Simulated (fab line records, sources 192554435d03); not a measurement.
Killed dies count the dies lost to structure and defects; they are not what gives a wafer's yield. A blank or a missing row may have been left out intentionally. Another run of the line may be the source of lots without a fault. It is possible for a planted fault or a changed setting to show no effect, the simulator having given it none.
Split-lot study    flow n5Finfet    7 lots, 21 wafers read, on a route of 1938 steps

## THE SPLIT
At N5_BEOL_M7_ETCH_41 (etches SiCN in CH3F/O2, target depth 31.9 nm, time 57.8 s), the setting sourceW was moved away from the recipe's 395 W on 5 of the 21 wafers read, by -15.6% to +6.0%. The other wafers ran this setting at the recipe's value.

The reading comes from the split's own step.

## THE READING
rfVppV, in V, at N5_BEOL_M7_ETCH_41 (etches SiCN in CH3F/O2, target depth 31.9 nm, time 57.8 s). On this fab line, fault-free wafers typically give 297.0 V with a standard deviation of 1.5 V.

wafer   tool, chamber at the split  sourceW as run, W  against the recipe  rfVppV, V  against lot-mates on the recipe
L074.2  rieDiel-03, 3               395                recipe              299.3      -
L074.3  rieDiel-03, 0               395                recipe              299.9      -
L074.6  rieDiel-03, 3               395                recipe              297.4      -
L081.3  rieDiel-05, 2               395                recipe              297.4      -
L081.4  rieDiel-05, 0               395                recipe              297.7      -
L081.6  rieDiel-05, 1               395                recipe              299.1      -
L084.1  rieDiel-05, 0               418.7              +6.0%               291.7      -5.2
L084.3  rieDiel-05, 2               395                recipe              296.0      -
L084.4  rieDiel-05, 1               395                recipe              297.7      -
L087.1  rieDiel-03, 0               395                recipe              298.4      -
L087.2  rieDiel-03, 2               395                recipe              295.7      -
L087.5  rieDiel-03, 3               356.2              -9.8%               309.8      +12.8
L090.2  rieDiel-05, 0               333.2              -15.6%              314.6      +16.8
L090.5  rieDiel-05, 3               395                recipe              297.8      -
L090.6  rieDiel-05, 0               333.2              -15.6%              314.1      +16.3
L093.2  rieDiel-02, 2               395                recipe              296.6      -
L093.3  rieDiel-02, 3               395                recipe              294.4      -
L093.4  rieDiel-02, 2               395                recipe              296.9      -
L091.1  rieDiel-05, 0               395                recipe              296.6      -
L091.3  rieDiel-05, 2               416.9              +5.5%               291.4      -5.2
L091.6  rieDiel-05, 2               395                recipe              296.5      -

FIT RESULTS
A straight line over all 21 wafers: rfVppV changes by -1.1 V for each +1% of sourceW; r = -0.98; the points scatter about the line by 1.3 V.
The same after taking each lot's own level away (the mean of its wafers on the recipe; 21 wafers): -1.07 V for each +1%; r = -0.99; scatter 1 V.
The reading moves by 17 V for the largest change in sourceW, on that fit.
Across the lots, their own levels run from 295.97 to 298.87 V, a range of 1.9 times the standard deviation given above.
The two slopes agree, so the slope changes little with the lot-to-lot level.
Check: +17 V against its lot-mates is what the line predicts for one of the wafers moved furthest among these (-15.6%) when that wafer is left out of the fit. Against them it came out at +16.8 V.
Tool readings at the split's step, against how far the setting was moved: rfVppV r = -0.98.

## THESE WAFERS: OTHER SPLITS
Before the reading, these wafers also passed through other splits. Each is held against what the fit with the lots' levels taken away leaves over:
other split on the same wafers  wafers away from the commonest value  r with rfVppV (lot level and that fit taken away)
N5_BEOL_M6_COAT_64 spinRpm      7                                     -0.10
N5_BEOL_M7_ETCH_61 sourceW      6                                     -0.26
N5_BEOL_M7_ETCH_62 sourceW      6                                     -0.09
N5_BEOL_M7_VIA_ETCH_34 sourceW  7                                     -0.04

## FILE'S OWN FIT
rfVppV changes by -1.09 V for each +1% of sourceW, r = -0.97.
